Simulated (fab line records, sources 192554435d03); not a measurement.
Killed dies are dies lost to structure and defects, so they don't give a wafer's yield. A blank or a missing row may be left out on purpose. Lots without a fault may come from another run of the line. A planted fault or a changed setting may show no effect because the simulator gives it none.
Which tool did it? | flow n5_finfet | 24 lots, 72 wafers sampled, at 2 steps of a route of 1938

WHAT THE GAUGES READ, wafer by wafer
N5_BEOL_M8_THK_MEAS_01.
lot  | measured     | on            | M8_ILD_THK (nm)
L074 | day 10 01:12 | film_metro-01 | 153.6 155.3 154.5
L077 | day 10 07:31 | film_metro-01 | 153.0 153.1 156.0
L076 | day 10 07:36 | film_metro-01 | 156.9 153.9 157.0
L075 | day 10 08:17 | film_metro-01 | 156.1 156.6 158.3
L080 | day 10 14:13 | film_metro-01 | 158.8 157.3 157.8
L078 | day 10 14:39 | film_metro-01 | 156.6 155.5 156.0
L079 | day 10 14:52 | film_metro-01 | 153.3 156.9 155.1
L081 | day 11 16:39 | film_metro-02 | 152.1 154.5 157.5
L083 | day 11 16:44 | film_metro-02 | 154.2 156.3 156.6
L084 | day 11 18:29 | film_metro-02 | 153.5 153.6 154.4
L082 | day 11 19:51 | film_metro-01 | 151.3 154.4 154.8
L086 | day 12 22:43 | film_metro-01 | 153.9 158.5 157.0
L088 | day 13 02:35 | film_metro-01 | 153.1 152.3 155.6
L085 | day 13 05:04 | film_metro-01 | 153.9 157.5 157.6
L090 | day 13 06:10 | film_metro-01 | 152.6 152.9 155.8
L087 | day 13 06:34 | film_metro-01 | 153.1 155.9 155.3
L092 | day 13 18:06 | film_metro-02 | 154.1 156.1 156.4
L089 | day 13 18:22 | film_metro-01 | 152.1 153.9 156.3
L091 | day 14 04:46 | film_metro-02 | 156.6 158.3 157.8
L094 | day 14 19:17 | film_metro-02 | 154.7 154.6 154.5
L095 | day 14 19:48 | film_metro-01 | 155.9 156.9 153.9
L093 | day 14 20:22 | film_metro-02 | 154.1 153.1 156.9
L096 | day 15 09:54 | film_metro-01 | 157.2 156.6 158.1
L097 | day 16 05:07 | film_metro-02 | 155.8 159.6 154.8

N5_BEOL_M8_OVL_MEAS_12.
lot  | measured     | on         | M8_OVL (nm)
L074 | day 10 03:13 | overlay-02 | 0.0 -0.2 0.4
L077 | day 10 10:07 | overlay-01 | -0.8 -0.6 0.8
L076 | day 10 10:17 | overlay-01 | 0.4 0.8 -0.4
L075 | day 10 10:27 | overlay-02 | 0.8 0.4 0.1
L080 | day 10 16:19 | overlay-01 | -0.3 -1.5 -0.7
L078 | day 10 16:29 | overlay-02 | 0.3 0.4 1.1
L079 | day 10 16:43 | overlay-02 | -0.3 -1.0 0.0
L081 | day 11 19:02 | overlay-01 | 0.1 0.3 0.1
L083 | day 11 19:14 | overlay-01 | 0.2 0.0 -0.8
L084 | day 11 19:26 | overlay-02 | 0.3 0.7 -0.2
L082 | day 11 22:07 | overlay-01 | 1.2 0.4 0.2
L086 | day 12 23:20 | overlay-01 | 0.4 -0.1 0.4
L088 | day 13 03:44 | overlay-02 | -0.1 -0.5 0.6
L085 | day 13 07:48 | overlay-02 | 1.1 0.3 0.0
L090 | day 13 08:13 | overlay-01 | -1.7 -0.4 -0.1
L087 | day 13 08:24 | overlay-01 | 0.6 0.1 0.7
L092 | day 13 22:08 | overlay-01 | -0.3 -1.5 -0.8
L089 | day 13 22:10 | overlay-02 | -0.2 0.3 1.2
L091 | day 14 05:26 | overlay-02 | 0.2 -0.3 0.3
L094 | day 14 21:46 | overlay-02 | -0.1 -0.1 1.4
L095 | day 14 22:02 | overlay-01 | -0.4 -1.1 -0.9
L093 | day 14 22:12 | overlay-01 | -0.2 -0.7 -0.8
L096 | day 15 12:45 | overlay-02 | 1.4 0.2 0.4
L097 | day 16 06:37 | overlay-01 | -0.3 -1.0 0.1

WHICH TOOL RAN EACH LOT (tool, then ch and the chambers of the sampled wafers, then the start)
The record holds no process step before these readings.

WHAT THE TOOLS THEMSELVES READ (means of the sampled wafers that have a number; where no wafer has one, the mark that the record gives instead)
The record holds no such reading with a usual standard deviation.

THE ANSWER, worked out from the rows above alone
Rule: what is usual is taken from the lots themselves. Put in order of their means at a reading, lots are off if they are a third of the lots or fewer, leave a main group of 4 or more, and stand apart from it by a gap of 3 or more times the standard deviation of the main group's means; of several such gaps the widest counts. A main group whose means are all the same, to the digits that the tables above print for the reading, isn't used. A lot without any number at a reading at which 4 lots or more have one is off too. The other lots that the step has rows for count as sound. The gauges are gone through in route order, then the tools' own readings, and for those a lot's mean is taken as printed above. The first step at which some lot is off is used, and at that step the reading that is off furthest; a lot without a number counts as furthest.
No lot is off at any reading shown: from this, nothing can be told.

WHAT THE SIMULATOR HAD PUT IN
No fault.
